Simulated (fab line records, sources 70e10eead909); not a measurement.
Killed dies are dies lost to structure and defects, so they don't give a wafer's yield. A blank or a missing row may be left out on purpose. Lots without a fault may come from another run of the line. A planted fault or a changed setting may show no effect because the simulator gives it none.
Chamber matching | flow nand_harc | NHARC_A_STAIRCASE_ETCH_292 on rie_diel-11: 4 sister chambers
The step etches the open film in CF4/CHF3. 8 wafers are shown with their chamber, then 9 later ones without.

WAFERS WITH THEIR CHAMBER
wafer  | chamber | drypump_motor_current_A (A) | showerhead_plenum_p_Torr (Torr)
L077.2 | 0       | 6.2                         | 1.67
L080.5 | 1       | 6.1                         | 1.70
L082.2 | 3       | 5.9                         | 1.54
L082.5 | 1       | 6.1                         | 1.70
L082.6 | 2       | 5.5                         | 1.68
L083.1 | 3       | 5.9                         | 1.54
L083.4 | 2       | 5.4                         | 1.68
L083.6 | 0       | 6.3                         | 1.66

WAFERS WITHOUT THEIR CHAMBER
wafer  | drypump_motor_current_A (A) | showerhead_plenum_p_Torr (Torr)
L088.1 | 5.9                         | 1.53
L088.4 | 6.1                         | 1.69
L088.5 | 5.5                         | 1.68
L091.2 | 6.2                         | 1.66
L091.5 | 6.1                         | 1.69
L091.6 | 6.3                         | 1.66
L097.1 | 5.5                         | 1.67
L097.3 | 6.1                         | 1.69
L097.4 | 5.8                         | 1.53

WHICH CHAMBER EACH WENT THROUGH
wafer  | from the rows above | in truth
L088.1 | 3                   | 3
L088.4 | 1                   | 1
L088.5 | 2                   | 2
L091.2 | 0                   | 0
L091.5 | 1                   | 1
L091.6 | 0                   | 0
L097.1 | 2                   | 2
L097.3 | 1                   | 1
L097.4 | 3                   | 3
Placed correctly: 9 of 9. Can't be placed from these rows: 0. Placed wrongly: 0.
How it was worked out, from the rows above alone: a wafer's distance from a chamber is the root of the sum, over the readings, of the square of ((its reading less the chamber's mean) divided by the reading's scatter). The wafer belongs to the nearest chamber; if the next one is less than 2 further off, it can't be placed. A chamber's mean is the mean of its shown wafers. The scatter: the root of (the sum of the squares of (reading less its chamber's mean) over the shown wafers, divided by (wafers less chambers)).
